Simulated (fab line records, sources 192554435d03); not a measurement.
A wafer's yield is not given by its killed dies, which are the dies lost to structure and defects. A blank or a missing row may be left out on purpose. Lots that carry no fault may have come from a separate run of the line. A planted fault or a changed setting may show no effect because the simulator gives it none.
Comparing a struck lot with a sound one -- flow n5_finfet -- 14 steps out of a route of 1938
Sound: the wafers L668.1, L668.2, L668.6. Struck: wafer L660.3. (L660.2, L660.6 of the same lot were not struck and are left out.) The cause comes at the end.
Order at every step that has rows: each side's tool, ch and its chambers, its first start. Under that, the readings that differ: sound wafers -- struck wafers -- difference of the means -- sigmas: that difference in standard deviations of wafers without a fault.
alike: same words and numbers on both sides, and readings whose means sit less than 2 such deviations apart. not compared: any withheld reading, any reading some wafer has no value for, any bound like >300 that may hide the same value, and any number with overlapping values for which the record gives no deviation.
A row with sigmas, a row that says differs or no value, or rows on one side alone: a step with any of these is where the two part. When numbers do not overlap yet have no deviation, they are printed without sigmas and do not part them. A reading missing from all wafers of one side parts the sides only when that side holds two or more wafers.

first, 4 steps without rows for these wafers: N5_BEOL_M8_SOFTBAKE_06 (time 60 s); N5_BEOL_M8_EXPOSE_08 (exposes mask M8); N5_BEOL_M8_PEB_09 (peb time 60 s); N5_BEOL_M8_DEVELOP_10 (develop time 30 s).
N5_BEOL_M8_CD_MEAS_11 targets a cd of 38.5 nm.
  sound on cd_sem-01 ch 0, day 13 00:13; struck on cd_sem-02 ch 0, day 10 17:51
  alike: cd_nm
N5_BEOL_M8_OVL_MEAS_12:
  sound on overlay-01 ch 0, day 13 00:15; struck on overlay-02 ch 0, day 10 17:53
  alike: M8_OVL
N5_BEOL_M8_INSPECT_13: inspects for defects (brightfield).
  struck on defect_inspect-02, day 10 17:54; sound on defect_inspect-01, day 13 00:16
reading,sound,struck,difference,sigmas
raw_defect_count,458 445 356,629,+209,+2
N5_BEOL_M8_DESCUM_16: chemistry O2, time 7.9 s.
  sound on rie_diel-02 ch 1,2, day 13 00:23; struck on rie_diel-03 ch 0, day 10 17:59
  alike: drypump_motor_current_A, oes_product_au, rf_vpp_V, showerhead_plenum_p_Torr, throttle_valve_pct
  not compared: rf_hours_counter_h
N5_BEOL_M8_ETCH_61: etches SiARC in CF4, target depth 45.5 nm, time 75.8 s.
  sound on rie_diel-02 ch 1,2, day 13 00:26; struck on rie_diel-03 ch 0, day 10 18:01
  alike: drypump_motor_current_A, etch_rf_on_time_s, oes_product_au, rf_vpp_V, showerhead_plenum_p_Torr, throttle_valve_pct
  not compared: rf_hours_counter_h
N5_BEOL_M8_ETCH_62: etches SOC in N2/H2, target depth 110 nm, overetch 22 nm, time 165 s.
  sound on rie_diel-02 ch 1,2, day 13 00:29; struck on rie_diel-03 ch 0, day 10 18:05
  alike: drypump_motor_current_A, n2_flow_sccm, oes_product_au, rf_vpp_V, showerhead_plenum_p_Torr, throttle_valve_pct
  not compared: rf_hours_counter_h
then, 1 step without rows for these wafers: N5_BEOL_M8_STRIP_68 (strips in N2/H2).
N5_BEOL_M8_STRIP_67: strips in CF4.
  sound on rie_diel-02 ch 1,2, day 13 00:38; struck on rie_diel-03 ch 0, day 10 18:13
  alike: drypump_motor_current_A, oes_product_au, rf_vpp_V, showerhead_plenum_p_Torr, throttle_valve_pct
  not compared: rf_hours_counter_h
N5_BEOL_M8_HM_OPEN_17: chemistry Cl2/BCl3, target TiN, target depth 20 nm, overetch 6 nm.
  sound on rie_metal-02 ch 0,1, day 13 00:40; struck on rie_metal-03 ch 1, day 10 18:16
reading,sound,struck,difference,sigmas
oes_product_au (a.u.),0.79 0.74 0.79,0.55,-0.22,-2
model.SOC_of_BEOL_M8_COAT_59.thk_nm (nm),92.2 92 92,87.8,-4.3,
  alike: drypump_motor_current_A, he_backside_leak_sccm, throttle_valve_pct
  not compared: rf_hours_counter_h
N5_BEOL_M8_STRIP_19: strips in O2.
  sound on rie_diel-03 ch 1,3, day 13 00:47; struck on rie_diel-02 ch 1, day 10 18:23
  alike: drypump_motor_current_A, oes_product_au, rf_vpp_V, showerhead_plenum_p_Torr, throttle_valve_pct
  not compared: rf_hours_counter_h

WHERE THEY PART
At N5_BEOL_M8_INSPECT_13 first; at N5_BEOL_M8_HM_OPEN_17 last (within this record only). Later steps at which nothing parts them and some readings are alike: N5_BEOL_M8_STRIP_19.

WHY: what the simulator had put in
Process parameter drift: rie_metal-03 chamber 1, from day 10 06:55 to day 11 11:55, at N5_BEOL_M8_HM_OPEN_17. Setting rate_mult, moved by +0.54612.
